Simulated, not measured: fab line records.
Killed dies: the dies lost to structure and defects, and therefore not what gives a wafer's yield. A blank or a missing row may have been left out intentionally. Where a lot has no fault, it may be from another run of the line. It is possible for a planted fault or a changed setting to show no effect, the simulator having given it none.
Split-lot experiment | flow n5_finfet | 7 lots, 21 wafers read, on a route of 1938 steps

== ON THE SPLIT ==
At N5_MIM_BOT_LITHO_EXPOSE_05 (exposes mask MIM BOT), the setting dose_mj was moved away from the recipe's 24.25 on 8 of the 21 wafers read, by -5.3% to +5.8%. All remaining wafers had this setting at the recipe value.

== FROM THE SPLIT TO THE READING: what the file shows between them, 3 steps ==
- N5_MIM_BOT_LITHO_PEB_06
- N5_MIM_BOT_LITHO_DEVELOP_07: develop time 60 s
- N5_MIM_BOT_LITHO_HARDBAKE_09: time 120 s

== THE READING ==
cd_nm (nm) at N5_MIM_BOT_LITHO_CD_MEAS_08, where the cd target is 3000 nm. Typical for fault-free wafers on this fab line: 3000.9 nm, with standard deviation 1.9 nm.

wafer  | tool, chamber at the split | dose_mj as run | against the recipe | cd_nm, nm | against lot-mates on the recipe
L076.1 | krf_scanner-02, 0          | 25.66          | +5.8%              | 3014.4    | +11.4
L076.3 | krf_scanner-02, 0          | 24.25          | recipe             | 3003.0    | -
L076.4 | krf_scanner-02, 0          | 25.66          | +5.8%              | 3013.6    | +10.6
L075.1 | krf_scanner-01, 0          | 25.19          | +3.9%              | 3009.9    | +7.9
L075.3 | krf_scanner-01, 0          | 24.25          | recipe             | 3002.0    | -
L075.5 | krf_scanner-01, 0          | 25.19          | +3.9%              | 3008.4    | +6.4
L077.2 | krf_scanner-02, 0          | 24.25          | recipe             | 2998.4    | -
L077.3 | krf_scanner-02, 0          | 24.25          | recipe             | 2998.8    | -
L077.6 | krf_scanner-02, 0          | 25             | +3.1%              | 3004.2    | +5.6
L079.4 | krf_scanner-01, 0          | 24.25          | recipe             | 2998.3    | -
L079.5 | krf_scanner-01, 0          | 24.25          | recipe             | 2999.6    | -
L079.6 | krf_scanner-01, 0          | 24.25          | recipe             | 2998.5    | -
L080.1 | krf_scanner-01, 0          | 22.97          | -5.3%              | 2988.1    | -11.2
L080.3 | krf_scanner-01, 0          | 24.25          | recipe             | 3000.5    | -
L080.4 | krf_scanner-01, 0          | 24.25          | recipe             | 2998.2    | -
L082.4 | krf_scanner-02, 0          | 24.25          | recipe             | 3000.6    | -
L082.5 | krf_scanner-02, 0          | 23.51          | -3.1%              | 2991.7    | -8.9
L082.6 | krf_scanner-02, 0          | 23.51          | -3.1%              | 2993.7    | -6.9
L088.2 | krf_scanner-02, 0          | 24.25          | recipe             | 2999.9    | -
L088.4 | krf_scanner-02, 0          | 24.25          | recipe             | 2998.8    | -
L088.5 | krf_scanner-02, 0          | 24.25          | recipe             | 3000.7    | -

FIT RESULTS
A straight line over all 21 wafers: cd_nm changes by +2.32 nm for each +1% of dose_mj; r = +0.98; the points scatter about the line by 1.5 nm.
The same after taking each lot's own level away (the mean of its wafers on the recipe; 21 wafers): +2.03 nm for each +1%; r = +0.99; scatter 0.89 nm.
The reading moves by 12 nm for the largest change in dose_mj, on that fit.
The span of the lots' own levels, 2998.60 to 3003.00 nm, comes to 2.3 times the standard deviation stated above.
So the slope is not independent of the lot-to-lot level: the two fits are not the same.
Check: +11.5 nm against its lot-mates is what the line predicts for one of the wafers moved furthest among these (+5.8%) when that wafer is left out of the fit. Against them it came out at +11.4 nm.

== FILE'S OWN FIT ==
cd_nm changes by +2.01 nm for each +1% of dose_mj, r = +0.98.
